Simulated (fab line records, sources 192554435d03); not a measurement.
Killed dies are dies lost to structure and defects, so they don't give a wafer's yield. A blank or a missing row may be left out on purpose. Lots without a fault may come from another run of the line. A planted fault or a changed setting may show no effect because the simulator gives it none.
Split-lot experiment | flow n5_finfet | 7 lots, 21 wafers read, on a route of 1938 steps

THE SPLIT
At N5_BEOL_M7_EXPOSE_08 (exposes mask M7), the setting dose_mj was moved away from the recipe's 68.25 on 10 of the 21 wafers read, by -7.3% to +3.7%. The other wafers ran this setting at the recipe's value.

FROM THE SPLIT TO THE READING: what the file shows between them, 12 steps
- N5_BEOL_M7_PEB_09: peb time 60 s
- N5_BEOL_M7_DEVELOP_10: develop time 30 s
- N5_BEOL_M7_CD_MEAS_11: target cd 38.5 nm
- N5_BEOL_M7_STRIP_68: strips in N2/H2
- N5_BEOL_M7_STRIP_67: strips in CF4
- N5_BEOL_M7_HM_OPEN_17: chemistry Cl2/BCl3, target TiN, target depth 20 nm, overetch 6 nm
- N5_BEOL_M7_STRIP_19: strips in O2
- N5_BEOL_M7_CD_MEAS_18: pitch 80 nm, target cd 40 nm
- N5_BEOL_M7_COAT_63: time 60 s, resist thk 60 nm
- N5_BEOL_M7_COAT_64: time 60 s, resist thk 12 nm
- N5_BEOL_M7_PRECLEAN_42: cleans in residue remover, time 60 s
- N5_BEOL_M7_SRD_43: time 30 s

THE READING
cd_nm, in nm, at N5_BEOL_M7_CD_MEAS_35 (target cd 40 nm). Fault-free wafers of this fab line usually give 40.4 nm, standard deviation 0.79 nm.

wafer  | tool, chamber at the split | dose_mj as run | against the recipe | cd_nm, nm | against lot-mates on the recipe
L077.3 | arfi_scanner-03, 0         | 68.25          | recipe             | 40.5      | -
L077.4 | arfi_scanner-03, 0         | 68.25          | recipe             | 41.4      | -
L077.5 | arfi_scanner-03, 0         | 65.56          | -3.9%              | 38.4      | -2.6
L079.3 | arfi_scanner-03, 0         | 68.25          | recipe             | 39.7      | -
L079.4 | arfi_scanner-03, 0         | 68.25          | recipe             | 40.0      | -
L079.6 | arfi_scanner-03, 0         | 68.25          | recipe             | 40.0      | -
L080.2 | arfi_scanner-02, 0         | 63.29          | -7.3%              | 35.3      | no lot-mate on the recipe
L080.3 | arfi_scanner-02, 0         | 63.29          | -7.3%              | 35.5      | no lot-mate on the recipe
L080.6 | arfi_scanner-02, 0         | 63.29          | -7.3%              | 35.8      | no lot-mate on the recipe
L083.2 | arfi_scanner-02, 0         | 68.25          | recipe             | 40.4      | -
L083.3 | arfi_scanner-02, 0         | 68.25          | recipe             | 39.5      | -
L083.6 | arfi_scanner-02, 0         | 68.25          | recipe             | 40.5      | -
L087.3 | arfi_scanner-02, 0         | 70.75          | +3.7%              | 43.2      | +2.2
L087.4 | arfi_scanner-02, 0         | 70.75          | +3.7%              | 41.8      | +0.8
L087.5 | arfi_scanner-02, 0         | 68.25          | recipe             | 41.0      | -
L090.2 | arfi_scanner-01, 0         | 63.29          | -7.3%              | 37.2      | -3.6
L090.4 | arfi_scanner-01, 0         | 63.29          | -7.3%              | 38.5      | -2.3
L090.6 | arfi_scanner-01, 0         | 68.25          | recipe             | 40.8      | -
L094.2 | arfi_scanner-03, 0         | 68.25          | recipe             | 40.7      | -
L094.4 | arfi_scanner-03, 0         | 63.51          | -6.9%              | 38.2      | -2.5
L094.6 | arfi_scanner-03, 0         | 63.51          | -6.9%              | 37.4      | -3.3

THE FIT
A straight line over all 21 wafers: cd_nm changes by +0.51 nm for each +1% of dose_mj; r = +0.92; the points scatter about the line by 0.86 nm.
The same after taking each lot's own level away (the mean of its wafers on the recipe; 18 wafers): +0.422 nm for each +1%; r = +0.95; scatter 0.5 nm.
On that fit, the largest move of dose_mj shifts the reading by 3.1 nm.
The lots' own levels span 39.90 to 41.00 nm, that is 1.4 times the standard deviation above.
So the lot-to-lot level changes the slope: the two fits differ.
Check: with one of the wafers moved furthest among these (-7.3%) left out of the fit, the line predicts -2.97 nm for it against its lot-mates. It came out at -3.6 nm against them.

THE WHOLE CHAIN: every reading that the file lists as answering this split, in the file's order
step                  | what it does                 | reading | change (the file's fit)               | r (the file's)
N5_BEOL_M7_CD_MEAS_11 | target cd 38.5 nm            | cd_nm   | +0.469 nm for each +1% of the setting | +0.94
N5_BEOL_M7_CD_MEAS_18 | pitch 80 nm, target cd 40 nm | cd_nm   | +0.443 nm for each +1% of the setting | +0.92
N5_BEOL_M7_CD_MEAS_35 | target cd 40 nm              | cd_nm   | +0.44 nm for each +1% of the setting  | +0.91

THE FILE'S OWN FIT
cd_nm changes by +0.44 nm for each +1% of dose_mj, r = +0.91.
